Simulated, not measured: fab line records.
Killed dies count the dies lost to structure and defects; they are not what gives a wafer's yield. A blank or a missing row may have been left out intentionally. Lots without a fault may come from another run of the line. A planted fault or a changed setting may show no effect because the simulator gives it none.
One fault seen from 2 desks + flow n5 finfet + only its own numbers are on each desk; what lay behind them is given at the end

## FOR THE TOOL OWNER'S DESK: pecvd-02
The tool's own readings at N5_BEOL_M0_SAQP_PECVD_03 (deposits SiCN from 3MS/NH3, target thk 12 nm, time 21.1 s): means of the sampled wafers that have a number, for each lot that ran on this tool. Any lot whose mean is over 4 standard deviations away from the usual mean is out of limits and marked OUT; that distance is given in the brackets.
Columns: A = run length s at N5_BEOL_M0_SAQP_PECVD_03, usual 51.3 s; B = showerhead plenum p Torr at N5_BEOL_M0_SAQP_PECVD_03, usual 3.668 Torr; C = throttle valve pct at N5_BEOL_M0_SAQP_PECVD_03, usual 9.2 %
| lot  | first seen here | A               | B     | C   |
|------|-----------------|-----------------|-------|-----|
| L469 | day 5 13:01     | 51.0            | 3.663 | 8.6 |
| L473 | day 6 11:39     | 51.3            | 3.666 | 8.8 |
| L476 | day 7 07:23     | 48.6 (-5.6) OUT | 3.667 | 9.0 |
| L479 | day 7 21:34     | 48.5 (-5.8) OUT | 3.663 | 9.1 |
| L488 | day 10 10:41    | 51.2            | 3.654 | 9.0 |
| L490 | day 11 00:03    | 50.9            | 3.660 | 8.5 |
Finding of this desk: L476, L479 out of limits; the first was L476 at day 7 07:23, on run length s at N5_BEOL_M0_SAQP_PECVD_03. In limits: L469, L473, L488, L490.

## THE METROLOGY DESK
What the gauges read for every lot (on any tool): the sampled wafers with a number, averaged. Any lot whose mean is over 4 standard deviations away from the usual mean is out of limits and marked OUT; that distance is given in the brackets. Only the readings that lie furthest out on some lot appear, 7 of the 10 it has.
Columns: A = DIBL_N at N5_BEOL_M4_RC_MEAS_101, usual 36.3 mV/V; B = IOFF_P at N5_BEOL_M4_RC_MEAS_101, usual 0.22 nA/um; C = ION_N at N5_BEOL_M4_RC_MEAS_101, usual 672 uA/um; D = ION_P at N5_BEOL_M4_RC_MEAS_101, usual 462 uA/um; E = SS_P at N5_BEOL_M4_RC_MEAS_101, usual 73.3 mV/dec; F = VT_N at N5_BEOL_M4_RC_MEAS_101, usual 250 mV; G = VT_P at N5_BEOL_M4_RC_MEAS_101, usual -249 mV
| lot  | first seen here | A    | B    | C   | D   | E    | F   | G    |
|------|-----------------|------|------|-----|-----|------|-----|------|
| L469 | day 7 23:23     | 36.8 | 0.22 | 670 | 461 | 74.4 | 249 | -252 |
| L472 | day 8 12:30     | 34.8 | 0.20 | 672 | 464 | 73.3 | 248 | -248 |
| L473 | day 8 23:58     | 37.3 | 0.25 | 672 | 463 | 73.6 | 247 | -250 |
| L476 | day 9 17:12     | 35.8 | 0.23 | 669 | 462 | 73.4 | 250 | -249 |
| L477 | day 9 18:18     | 36.2 | 0.20 | 671 | 462 | 72.6 | 252 | -250 |
| L479 | day 10 06:27    | 38.9 | 0.24 | 678 | 463 | 73.6 | 248 | -248 |
| L488 | day 14 01:11    | 36.4 | 0.27 | 681 | 473 | 73.6 | 247 | -245 |
| L489 | day 14 04:23    | 36.5 | 0.24 | 692 | 471 | 73.3 | 246 | -246 |
| L492 | day 14 21:55    | 35.0 | 0.17 | 659 | 452 | 72.7 | 253 | -253 |
| L490 | day 15 06:28    | 33.6 | 0.19 | 677 | 468 | 72.8 | 250 | -251 |
This desk found nothing out of limits on any of the 10 lots.

## ALL TOGETHER
On L476, L479, at day 7 07:23, an alarm was possible from the tool owner's desk.
Metrology desk: nothing out of limits seen.
The metrology desk holds a record of L476, L479, inside its limits.
Of the lots named, all ran N5_BEOL_M0_SAQP_PECVD_03 on pecvd-02.

## WHAT HAD BEEN PUT IN BY THE SIMULATOR
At N5_BEOL_M0_SAQP_PECVD_03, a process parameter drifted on pecvd-02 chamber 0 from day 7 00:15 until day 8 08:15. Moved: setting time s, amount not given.
Struck lots among those shown: L476, L479.
How many hours passed from the start of the fault until each desk's first out-of-limits reading: the tool owner's desk, 7.
